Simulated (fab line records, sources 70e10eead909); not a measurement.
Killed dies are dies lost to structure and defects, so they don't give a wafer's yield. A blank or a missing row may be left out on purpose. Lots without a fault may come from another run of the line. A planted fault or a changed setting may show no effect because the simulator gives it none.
One fault seen from 3 desks | flow nand_harc | each desk has only its own numbers; what lay behind them comes last

THE DEFECT DESK
What the inspections along the route counted, lot by lot: means of the sampled wafers that have a number. A lot is out of limits, marked OUT, if its mean lies more than 4 standard deviations from the usual mean; the brackets give that distance.
Columns: A = raw_defect_count at NHARC_A_CHANNEL_HOLE_D1_INSPECT_40, usual 75
lot  | first seen here | A
L334 | day 8 20:50     | 113
L336 | day 9 17:35     | 45
L337 | day 9 18:12     | 120
L339 | day 11 02:20    | 41
L338 | day 11 04:15    | 103
L347 | day 14 12:12    | 69
L349 | day 14 18:31    | 90
L350 | day 16 04:41    | 90
L352 | day 16 16:16    | 71
L354 | day 17 18:41    | 82
L355 | day 17 20:08    | 42
L356 | day 18 02:32    | 61
L357 | day 18 13:52    | 64
This desk's finding: nothing out of limits on any of the 13 lots.

THE METROLOGY DESK
What the gauges read, lot by lot, whatever tool the lot ran on: means of the sampled wafers that have a number. A lot is out of limits, marked OUT, if its mean lies more than 4 standard deviations from the usual mean; the brackets give that distance.
Columns: A = cd_nm at NHARC_A_CHANNEL_HOLE_D1_CD_MEAS_18, usual 99.2 nm
lot  | first seen here | A
L334 | day 8 15:03     | 98.7
L336 | day 9 11:40     | 99.2
L337 | day 9 12:22     | 101.1
L339 | day 10 20:19    | 102.3
L338 | day 10 20:26    | 100.0
L347 | day 14 05:49    | 100.0
L349 | day 14 12:46    | 99.8
L350 | day 15 18:23    | 98.5
L352 | day 16 10:28    | 97.2
L354 | day 17 06:20    | 97.4
L355 | day 17 08:14    | 97.6
L356 | day 17 20:36    | 93.7
L357 | day 18 08:04    | 99.1
This desk's finding: nothing out of limits on any of the 13 lots.

THE TOOL OWNER'S DESK: ald_sin_batch-02
The tool's own readings at NHARC_A_CHANNEL_FILL_D1_ALD_15 (deposits SiNx, target thk 2 nm, pulse time 60 s, ald cycles 19): means of the sampled wafers that have a number, for each lot that ran on this tool. A lot is out of limits, marked OUT, if its mean lies more than 4 standard deviations from the usual mean; the brackets give that distance.
Columns: A = precursor_pulse_height_rel at NHARC_A_CHANNEL_FILL_D1_ALD_15, usual 0.997
lot  | first seen here | A
L336 | day 10 03:56    | 1.007
L337 | day 10 03:56    | 0.992
L338 | day 11 12:39    | 0.992
L339 | day 11 12:39    | 0.984
L347 | day 15 00:16    | 0.984
L354 | day 18 04:59    | 0.984
L355 | day 18 04:59    | 1.028
L356 | day 18 12:49    | 0.986
This desk's finding: nothing out of limits on any of the 8 lots.

PUT TOGETHER
The defect desk saw nothing out of limits.
The metrology desk saw nothing out of limits.
The tool owner's desk saw nothing out of limits.

WHAT THE SIMULATOR HAD PUT IN
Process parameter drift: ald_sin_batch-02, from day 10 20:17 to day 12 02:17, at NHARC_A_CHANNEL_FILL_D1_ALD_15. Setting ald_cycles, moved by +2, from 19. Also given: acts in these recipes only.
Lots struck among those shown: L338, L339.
